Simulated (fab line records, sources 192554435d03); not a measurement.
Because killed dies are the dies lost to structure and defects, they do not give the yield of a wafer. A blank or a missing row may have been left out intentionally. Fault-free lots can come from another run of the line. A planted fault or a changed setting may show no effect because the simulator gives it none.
Comparing a struck lot with a sound one	flow n5-finfet	39 out of 1938 route steps
Sound: these wafers, L520.1, L520.5, L520.6. The struck wafers were L500.2, L500.3, L500.6. Last of all comes the cause.
At each step with rows: each side's tool, then ch and its chambers, then its first start. Under that, the readings that differ: sound wafers	struck wafers	difference of the means	sigmas: that difference in standard deviations of wafers without a fault.
alike: readings with means less than 2 such deviations apart, plus words and numbers identical on both sides. not compared: withheld readings, readings lacking a value on some wafer, bounds such as >300 that could conceal the same value, and numbers that have no deviation in the record and whose values overlap.
A row with sigmas, a row that says differs or no value, or rows on one side alone: a step with any of these is where the two part. When numbers do not overlap yet have no deviation, they are printed without sigmas and do not part them. Lack of a reading on every wafer of one side parts them only where that side has two or more wafers.

first, 9 steps without rows for these wafers: N5_BEOL_M4_ANNEAL_95 (time 240 s); N5_BEOL_M4_SPUTTER_96 (material Cu, target thk 4.5 nm, time 8.29 s); N5_BEOL_M4_ECD_50 (material Cu, target thk 300 nm); N5_BEOL_M4_ANNEAL_51 (time 90 s); N5_BEOL_M4_CMP_52 (polishes, stops on SiOC, t overpolish 6.8 s, target thk 40 nm); N5_BEOL_M4_PRE_CLEAN_60 (time 15 s); N5_BEOL_M4_CO_CAP_55 (material Co, precursor CCTBA/H2, target thk 2 nm, time 102.1 s); N5_BEOL_M4_PRE_CLEAN_56 (time 15 s); N5_BEOL_M4_DEP_57 (deposits SiCN from 3MS/NH3, target thk 8 nm, time 14 s).
N5_BEOL_M4_RC_MEAS_101:
  sound on prober-02 ch 0, day 15 03:20; struck on prober-02 ch 0, day 10 08:06
  alike: DIBL_N, DIBL_P, IOFF_N, IOFF_P, ION_N, ION_P, SS_N, SS_P, VT_N, VT_P
then, 24 steps without rows for these wafers: N5_BEOL_M5_ILD_DEP_00 (deposits SiCOH lowk from DEMS/porogen, target thk 140.64 nm, time 25.9 s); N5_BEOL_M5_CURE_79 (cures SiCOH lowk, time 240 s); N5_BEOL_M5_PECVD_70 (deposits SiO2 from TEOS/O2, target thk 16 nm, time 18 s); N5_BEOL_M5_HM_DEP_02 (deposits TiN, target thk 20 nm); N5_BEOL_M5_COAT_59 (time 60 s, resist thk 60 nm); N5_BEOL_M5_COAT_60 (time 60 s, resist thk 12 nm); N5_BEOL_M5_COAT_71 (time 60 s, resist thk 5 nm); N5_BEOL_M5_COAT_05 (resist thk 30 nm); N5_BEOL_M5_EBR_07; N5_BEOL_M5_SOFTBAKE_06 (time 60 s); N5_BEOL_M5_EXPOSE_08 (exposes mask M5, target cd 28 nm); N5_BEOL_M5_PEB_09 (peb time 60 s); N5_BEOL_M5_DEVELOP_10 (develop time 30 s); N5_BEOL_M5_DESCUM_16 (chemistry O2, time 7 s); N5_BEOL_M5_ETCH_72 (etches underlayer in N2/H2, target depth 6.5 nm, time 5.2 s); N5_BEOL_M5_ETCH_61 (etches SiARC in CF4, target depth 15.6 nm, time 26 s); N5_BEOL_M5_ETCH_62 (etches SOC in N2/H2, target depth 75 nm, overetch 15 nm, time 112.5 s); N5_BEOL_M5_STRIP_63 (strips in N2/H2); N5_BEOL_M5_STRIP_73 (strips in N2/H2); N5_BEOL_M5_STRIP_64 (strips in CF4); N5_BEOL_M5_HM_OPEN_17 (chemistry Cl2/BCl3, target TiN, target depth 20 nm, overetch 6 nm); N5_BEOL_M5_STRIP_19 (strips in O2); N5_BEOL_M5_COAT_65 (time 60 s, resist thk 60 nm); N5_BEOL_M5_COAT_66 (time 60 s, resist thk 12 nm).
N5_BEOL_M7_CMP_52: polishes, stops on SiCOH lowk, t overpolish 6.9 s, target thk 80 nm.
  sound on cmp-04 ch 0,3, day 16 09:31; struck on cmp-04 ch 0,1, day 11 16:49
  no value came back on the struck wafers for any of 7 readings (barrier-field-endpoint-s (s), clearing-platen-down-force-psi (psi) and others); on the sound wafers barrier-field-endpoint-s (s) reads 30.0 30.4 29.4
reading	sound	struck	difference	sigmas
model.Cu_of_BEOL_M7_ECD_50.thk-nm (nm)	80.2 80.8 79.6	302.2 300.8 301	+221.1	
model.SiO2_of_BEOL_M7_PECVD_70.thk-nm (nm)	0 0 0	19.4 19.4 20	+19.6	
N5_BEOL_M7_THK_MEAS_53: measures by xrf.
  sound on film-metro-02, day 16 09:48; struck on film-metro-02, day 11 17:07
reading	sound	struck	difference	sigmas
M7_THK (nm)	79.3 79.5 78.6	299.2 297.9 297.5	+219.1	+84
N5_BEOL_M7_RS_MEAS_57: the measuring method here is four-point-probe.
  sound on film-metro-01, day 16 09:56; struck on film-metro-01, day 11 17:14
reading	sound	struck	difference	sigmas
M7_RS (ohm/sq)	0.286 0.283 0.288	0.064 0.064 0.064	-0.222	-20
N5_BEOL_M7_INSPECT_58: inspects for defects (darkfield).
  sound on defect-inspect-01, day 16 09:58; struck on defect-inspect-02, day 11 17:16
reading	sound	struck	difference	sigmas
raw-defect-count	68 101 53	1291 1292 1279	+1213	+53
-- record jumps: 3 days separate the struck wafers' starts on either side; left off in module BEOL_M7, taken up again in module PASSIVATION, whose first shown step is the route's number 1936 --
N5_PASSIVATION_PROBE_49:
  record: rows for the struck wafers here (prober-01, day 15 02:19), none for the sound ones

== WHERE THEY PART ==
First at N5_BEOL_M7_CMP_52; last, within this record, at N5_PASSIVATION_PROBE_49.

WHY: the cause the simulator had injected
Whole step skipped at N5_BEOL_M7_CMP_52 on cmp-04, starting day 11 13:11. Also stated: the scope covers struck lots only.
